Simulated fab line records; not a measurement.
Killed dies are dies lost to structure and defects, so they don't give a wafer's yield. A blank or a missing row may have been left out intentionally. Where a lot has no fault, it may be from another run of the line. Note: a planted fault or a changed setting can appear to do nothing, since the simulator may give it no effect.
Commonality check across tools / flow nand harc / 4 lots and 12 wafers in the sample

== REASON IT WAS OPENED ==
Flagged at NHARC_END_SORT_01: reading defect limited yield, on 2 of 4 lots. No-fault wafers: 91.1 %, standard deviation 2.9.
Rule: a lot gets a flag if all its wafers with a number sit over 4 standard deviations from that mean, or if no wafer of it has a number. The rest of the lots are taken to be sound.

lot=L884; measured=day 28 08:12; on=prober-02; defect limited yield (%), wafer by wafer=93.4 92.0 91.7; flag=
lot=L883; measured=day 28 14:19; on=prober-01; defect limited yield (%), wafer by wafer=0 0 0; flag=FLAGGED
lot=L885; measured=day 29 00:48; on=prober-02; defect limited yield (%), wafer by wafer=0 0 0; flag=FLAGGED
lot=L894; measured=day 32 17:46; on=prober-01; defect limited yield (%), wafer by wafer=94.5 95.9 95.1; flag=
On average the flagged lots' numbers are 0.0 %, which is -91.1 % against the usual, or -31 standard deviations.

== TOOL THAT RAN EACH LOT ==
Before the reading, the record contains 3 process steps out of a 1302-step route. Cell contents, in order: the tool; ch with the chambers the sampled wafers went through; the start.
lot=L884; flag=; NHARC_A_BLC_CMP_25=cmp-03 ch 1,2,3, day 26 14:50; NHARC_A_M0_DESCUM_14=rie diel-02 ch 0,1, day 26 16:17; NHARC_A_M0_PVD_21=pvd sputter-01, day 26 17:28
lot=L883; flag=FLAGGED; NHARC_A_BLC_CMP_25=cmp-03 ch 1,2,3, day 26 19:17; NHARC_A_M0_DESCUM_14=rie diel-01 ch 0,1, day 26 20:39; NHARC_A_M0_PVD_21=pvd sputter-01, day 26 21:47
lot=L885; flag=FLAGGED; NHARC_A_BLC_CMP_25=cmp-01 ch 0,1,2, day 27 04:37; NHARC_A_M0_DESCUM_14=rie diel-02 ch 0,3, day 27 05:54; NHARC_A_M0_PVD_21=pvd sputter-01, day 27 07:04
lot=L894; flag=; NHARC_A_BLC_CMP_25=cmp-02 ch 1,2,3, day 30 19:24; NHARC_A_M0_DESCUM_14=rie diel-09 ch 0,2,3, day 30 20:52; NHARC_A_M0_PVD_21=pvd sputter-02, day 30 22:02
What these steps do:
- NHARC_A_BLC_CMP_25: polishes, t overpolish 30 s, target thk 150 nm.
- NHARC_A_M0_DESCUM_14: chemistry O2, time 3 s.
- NHARC_A_M0_PVD_21: deposits Cu, target thk 30 nm, time 20.49 s.
- NHARC_END_SORT_01

== FLAGGED OVER TOTAL, TOOL BY TOOL (the gauges that took the reading come last) ==
step=NHARC_A_BLC_CMP_25; tool=cmp-01; lots run=1; flagged=1; share of the flagged lots=some; sound lots run after its first flagged lot=0
step=NHARC_A_BLC_CMP_25; tool=cmp-02; lots run=1; flagged=0; share of the flagged lots=none; sound lots run after its first flagged lot=-
step=NHARC_A_BLC_CMP_25; tool=cmp-03; lots run=2; flagged=1; share of the flagged lots=some; sound lots run after its first flagged lot=0
step=NHARC_A_M0_DESCUM_14; tool=rie diel-01; lots run=1; flagged=1; share of the flagged lots=some; sound lots run after its first flagged lot=0
step=NHARC_A_M0_DESCUM_14; tool=rie diel-02; lots run=2; flagged=1; share of the flagged lots=some; sound lots run after its first flagged lot=0
step=NHARC_A_M0_DESCUM_14; tool=rie diel-09; lots run=1; flagged=0; share of the flagged lots=none; sound lots run after its first flagged lot=-
step=NHARC_A_M0_PVD_21; tool=pvd sputter-01; lots run=3; flagged=2; share of the flagged lots=all; sound lots run after its first flagged lot=0
step=NHARC_A_M0_PVD_21; tool=pvd sputter-02; lots run=1; flagged=0; share of the flagged lots=none; sound lots run after its first flagged lot=-
step=NHARC_END_SORT_01; tool=prober-01; lots run=2; flagged=1; share of the flagged lots=some; sound lots run after its first flagged lot=1 (L894)
step=NHARC_END_SORT_01; tool=prober-02; lots run=2; flagged=1; share of the flagged lots=some; sound lots run after its first flagged lot=0

== WHAT THE TABLE ALLOWS ==
1 row of the table ran every flagged lot: pvd sputter-01 at NHARC_A_M0_PVD_21.
- pvd sputter-01 at NHARC_A_M0_PVD_21 ran 3 lots, 2 of them flagged. Its last sound lot is L884 (day 26 17:28), its first flagged lot L883 (day 26 21:47): a fault that began between those two fits. On the flagged lots its readings are blank where sound lots have values: cathode dc power W, chamber pressure pa, substrate temp c, throttle valve pct.
Just one tool remains: pvd sputter-01 at NHARC_A_M0_PVD_21.

== WHAT HAD BEEN PUT IN BY THE SIMULATOR ==
Step skipped in full: pvd sputter-01, at NHARC_A_M0_PVD_21, from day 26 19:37 onward. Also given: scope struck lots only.
Lots struck among those shown: L883, L885. This agrees with what the rule above found.
